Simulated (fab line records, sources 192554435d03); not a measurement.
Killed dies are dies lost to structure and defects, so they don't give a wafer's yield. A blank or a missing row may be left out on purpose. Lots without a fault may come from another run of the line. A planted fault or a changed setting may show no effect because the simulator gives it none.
Split-lot experiment | flow n5_finfet | 7 lots, 21 wafers read, on a route of 1938 steps

THE SPLIT
At N5_SDB_COAT_03 (time 60 s, resist thk 100 nm), the setting spin_rpm was moved away from the recipe's 1500 rpm on 8 of the 21 wafers read, by -4.1% to +8.3%. The other wafers ran this setting at the recipe's value.

The reading is taken at the split's own step.

THE READING
SOC_of_SDB_COAT_03.thk_nm (the simulator's own value, which no gauge read), in nm, at N5_SDB_COAT_03 (time 60 s, resist thk 100 nm). The file gives no usual value for it. The 13 wafers here that ran the recipe average 100.0 nm, standard deviation 0.24 nm.

wafer  | tool, chamber at the split | spin_rpm as run, rpm | against the recipe | SOC_of_SDB_COAT_03.thk_nm, nm | against lot-mates on the recipe
L080.1 | litho_track-01, 0          | 1438                 | -4.1%              | 102.2                         | +2.2
L080.4 | litho_track-01, 0          | 1438                 | -4.1%              | 102.2                         | +2.2
L080.2 | litho_track-01, 0          | 1500                 | recipe             | 100                           | -
L084.2 | litho_track-01, 0          | 1559                 | +3.9%              | 98.2                          | -2.1
L084.4 | litho_track-01, 0          | 1500                 | recipe             | 100.2                         | -
L084.5 | litho_track-01, 0          | 1500                 | recipe             | 100.4                         | -
L085.2 | litho_track-03, 0          | 1500                 | recipe             | 100                           | -
L085.5 | litho_track-03, 0          | 1500                 | recipe             | 100                           | -
L085.6 | litho_track-03, 0          | 1500                 | recipe             | 100                           | -
L090.2 | litho_track-03, 0          | 1446                 | -3.6%              | 102                           | +1.8
L090.5 | litho_track-03, 0          | 1446                 | -3.6%              | 102                           | +1.8
L090.4 | litho_track-03, 0          | 1500                 | recipe             | 100.2                         | -
L093.1 | litho_track-03, 0          | 1500                 | recipe             | 100                           | -
L093.3 | litho_track-03, 0          | 1500                 | recipe             | 100                           | -
L093.6 | litho_track-03, 0          | 1500                 | recipe             | 100                           | -
L094.1 | litho_track-04, 0          | 1500                 | recipe             | 100                           | -
L094.4 | litho_track-04, 0          | 1457                 | -2.9%              | 101.6                         | +1.4
L094.5 | litho_track-04, 0          | 1500                 | recipe             | 100.4                         | -
L095.1 | litho_track-03, 0          | 1500                 | recipe             | 99.4                          | -
L095.2 | litho_track-03, 0          | 1625                 | +8.3%              | 95.6                          | -3.8
L095.4 | litho_track-03, 0          | 1625                 | +8.3%              | 95.4                          | -4.0

THE FIT
A straight line over all 21 wafers: SOC_of_SDB_COAT_03.thk_nm changes by -0.536 nm for each +1% of spin_rpm; r = -0.99; the points scatter about the line by 0.21 nm.
The same after taking each lot's own level away (the mean of its wafers on the recipe; 21 wafers): -0.487 nm for each +1%; r = -1.00; scatter 0.12 nm.
On that fit, the largest move of spin_rpm shifts the reading by 4.1 nm.
The lots' own levels span 99.40 to 100.30 nm, that is 3.8 times the standard deviation above.
So the lot-to-lot level changes the slope: the two fits differ.
Check: with one of the wafers moved furthest among these (+8.3%) left out of the fit, the line predicts -4.16 nm for it against its lot-mates. It came out at -3.8 nm against them.

OTHER SPLITS ON THESE WAFERS
These wafers also went through other splits before the reading. Each is held against what the fit with the lots' levels taken away leaves over:
other split on the same wafers       | wafers away from the commonest value | r with SOC_of_SDB_COAT_03.thk_nm (lot level and that fit taken away)
N5_ZERO_LAYER_PECVD_02 time_s        | 9                                    | +0.37
N5_ZERO_LAYER_COAT_05 spin_rpm       | 4                                    | +0.32
N5_ZERO_LAYER_EXPOSE_08 dose_mj      | 6                                    | -0.23
N5_FIN_SAQP_COAT_50 spin_rpm         | 11                                   | +0.09
N5_FIN_SAQP_EXPOSE_13 dose_mj        | 5                                    | -0.15
N5_FIN_SAQP_SPACER1_ALD_24 temp_c    | 10                                   | -0.16
N5_DUMMY_GATE_ETCH_37 source_w       | 4                                    | +0.27
N5_DUMMY_GATE_ETCH_31 target_depth_a | 8                                    | -0.06
N5_SD_EPI_N_EPI_21 time_s            | 7                                    | -0.42
N5_SD_EPI_N_PRECLEAN_49 temp_c       | 8                                    | +0.25

THE FILE'S OWN FIT
SOC_of_SDB_COAT_03.thk_nm changes by -0.49 nm for each +1% of spin_rpm, r = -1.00.
